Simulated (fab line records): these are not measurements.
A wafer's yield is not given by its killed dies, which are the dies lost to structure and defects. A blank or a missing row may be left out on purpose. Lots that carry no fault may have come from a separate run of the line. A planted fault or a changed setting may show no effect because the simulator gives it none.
Chamber matching    flow nandHarc    4 sister chambers for NHARC_A_BONDPAD_DESCUM_11 on rieDiel-10
The step chemistry O2, time 3 s. 4 wafers are shown with their chamber, then 8 later ones without.

WAFERS, EACH WITH ITS CHAMBER
wafer   chamber  drypumpMotorCurrentA (A)
L450.4  3        5.70
L450.6  1        6.02
L454.6  0        5.86
L452.2  2        5.15

WAFERS WITH NO CHAMBER GIVEN
wafer   drypumpMotorCurrentA (A)
L452.3  5.97
L452.5  5.86
L457.2  5.86
L457.3  5.69
L457.4  5.24
L458.1  5.17
L458.2  5.87
L458.4  5.70

CHAMBER TAKEN BY EACH
wafer   from the rows above      in truth
L452.3  can't be placed: 1 or 0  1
L452.5  0                        0
L457.2  0                        0
L457.3  3                        3
L457.4  2                        2
L458.1  2                        2
L458.2  0                        0
L458.4  3                        3
7 of 8 placed correctly. Can't be placed from these rows: 1 (the true chamber is among the candidates in 1). Wrongly placed: 0.
How it was worked out, from the rows above alone: a wafer's distance from a chamber is the root of the sum, over the readings, of the square of ((its reading less the chamber's mean) divided by the reading's scatter). The wafer belongs to the nearest chamber; if the next one is less than 2 further off, it can't be placed. For every chamber, the mean is computed from those of its wafers that are shown. The scatter: root of mean squared gap, hidden wafer to nearest shown wafer, with one shown wafer a chamber.
